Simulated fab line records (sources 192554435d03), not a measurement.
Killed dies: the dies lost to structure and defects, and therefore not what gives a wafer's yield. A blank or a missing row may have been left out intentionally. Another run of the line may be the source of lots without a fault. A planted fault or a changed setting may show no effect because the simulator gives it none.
Problem report, 8D (eight disciplines) form, completed by code + flow n5 finfet + the parts of the form that need people (team, actions taken, sign-off) are left out

## 1. PROBLEM STATEMENT
spin speed rpm at N5_MOL_CONTACT_COAG_COAT_62 reads a mean of 1580.7 rpm on 6 wafers of 2 lots; wafers without a fault read 1499.9 rpm with a standard deviation of 1.1. That puts it +73 standard deviations away from the usual mean.
The step: time 60 s, resist thk 60 nm.
First observed at day 8 21:14: wafer L483.1, on litho track-03. At this step, 39 wafers from 13 lots have a number in the record. By rule, "out" or "out of limits" means more than 4 standard deviations away from the usual mean. Any other wafer with a number is counted as sound.

## 2. WHAT IT IS, WHAT IT ISN'T
| question                    | is                     | is not                                                                    |
|-----------------------------|------------------------|---------------------------------------------------------------------------|
| which readings at this step | spin speed rpm         | -                                                                         |
| which lots                  | L483, L485             | L468, L470, L471, L472, L473, L474, L475, L477, L481, L489, L490          |
| which wafers of those lots  | all that have a number | -                                                                         |
| read on which tools         | litho track-03         | litho track-01, litho track-04                                            |
| when                        | from day 8 21:14       | up to then (27 sound wafers); but 6 sound wafers of L489, L490 came after |

## 3. WHAT RULES OUT EACH SUSPECT
Counting: a tool at any process step up to the reading remains a suspect when it ran all the lots that are out and ran no sound lot after the first of those.
- pvd sputter-02 at N5_MOL_CONTACT_COAG_PRE_CLEAN_142 (time 60 s): kept. It ran every lot that is out, first L483 (day 8 14:46), and no sound lot after that; its last sound lot up to then is L481 (day 8 07:55).
- litho track-03 at N5_MOL_CONTACT_COAG_COAT_62 (time 60 s, resist thk 60 nm): kept. It ran every lot that is out, first L483 (day 8 21:14), and no sound lot after that; its last sound lot up to then is L481 (day 8 13:06). Out on those wafers are its own readings of spin speed rpm.
Left after counting: pvd sputter-02 at N5_MOL_CONTACT_COAG_PRE_CLEAN_142, litho track-03 at N5_MOL_CONTACT_COAG_COAT_62.

## 4. THE CAUSE (what the simulator had put in)
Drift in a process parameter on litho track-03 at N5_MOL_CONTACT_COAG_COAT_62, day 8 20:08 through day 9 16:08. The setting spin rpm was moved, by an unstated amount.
After counting, 2 suspects remain, this tool included.

## 5. SEQUENCE OF EFFECTS, ordered by route
Each row: a reading whose mean over the struck wafers that have a number lies more than 3 standard deviations from the usual. Only readings whose record carries a usual standard deviation are examined. hours: median over the lots of the time between each lot's start at the first step of this table that gives one and its start at this step. sigmas: the change, counted in usual standard deviations.
| hours | step                        | reading        | usual      | on struck wafers | change | sigmas |
|-------|-----------------------------|----------------|------------|------------------|--------|--------|
| 0     | N5_MOL_CONTACT_COAG_COAT_62 | spin speed rpm | 1499.9 rpm | 1580.7           | +80.8  | +73    |
Process steps it contains:
- N5_MOL_CONTACT_COAG_COAT_62: time 60 s, resist thk 60 nm.
Later measuring or inspecting steps at which every struck wafer that the step has a row for has a number for every such reading, and none has moved that far: N5_MOL_CONTACT_COAG_INSPECT_42.

## 6. HOW IT WOULD HAVE BEEN CAUGHT EARLIER
In this record the first reading out of limits was taken at day 8 21:14, 1 hour after the fault began at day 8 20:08.
